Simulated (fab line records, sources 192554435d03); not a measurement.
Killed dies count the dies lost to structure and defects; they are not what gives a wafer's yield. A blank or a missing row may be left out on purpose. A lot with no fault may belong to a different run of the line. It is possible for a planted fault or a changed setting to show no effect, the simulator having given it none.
Matching of chambers -- flow n5Finfet -- rieDiel-05 running N5_BEOL_M14_VIA_ETCH_16: 4 sister chambers
The step etches SiO2 in C4F8/O2/Ar, target depth 1231.3 nm. 8 wafers are shown with their chamber, then 10 later ones without.

== WAFERS PAIRED WITH THEIR CHAMBERS ==
wafer,chamber,throttleValvePct (%),drypumpMotorCurrentA (A)
L084.1,0,30.8,5.1
L085.1,1,31.3,6.1
L085.4,1,31.3,6.2
L088.1,3,30.7,5.5
L088.2,2,31.1,5.3
L088.6,3,30.7,5.4
L089.1,2,31.1,5.3
L089.2,0,30.7,5.2

== WAFERS WITHOUT THEIR CHAMBER ==
wafer,throttleValvePct (%),drypumpMotorCurrentA (A)
L089.6,30.7,5.2
L091.1,30.7,5.1
L091.4,30.7,5.5
L091.5,31.1,5.3
L093.3,31.1,5.3
L093.4,30.7,5.1
L093.6,30.7,5.2
L094.4,31.1,5.3
L094.5,30.7,5.2
L094.6,30.7,5.4

== THE CHAMBER EACH PASSED THROUGH ==
wafer,from the rows above,in truth
L089.6,0,0
L091.1,0,0
L091.4,3,3
L091.5,2,2
L093.3,2,2
L093.4,0,0
L093.6,0,0
L094.4,2,2
L094.5,0,0
L094.6,3,3
Correct placement for 10 of the 10. Not placeable from these rows: 0. Number placed wrongly: 0.
How it was worked out, from the rows above alone: a wafer's distance from a chamber is the root of the sum, over the readings, of the square of ((its reading less the chamber's mean) divided by the reading's scatter). The wafer belongs to the nearest chamber; if the next one is less than 2 further off, it can't be placed. Each chamber's mean is taken over the wafers shown for it. The scatter is the square root of a quotient: the sum, over the shown wafers, of each reading's squared deviation from its chamber's mean, divided by wafers minus chambers.
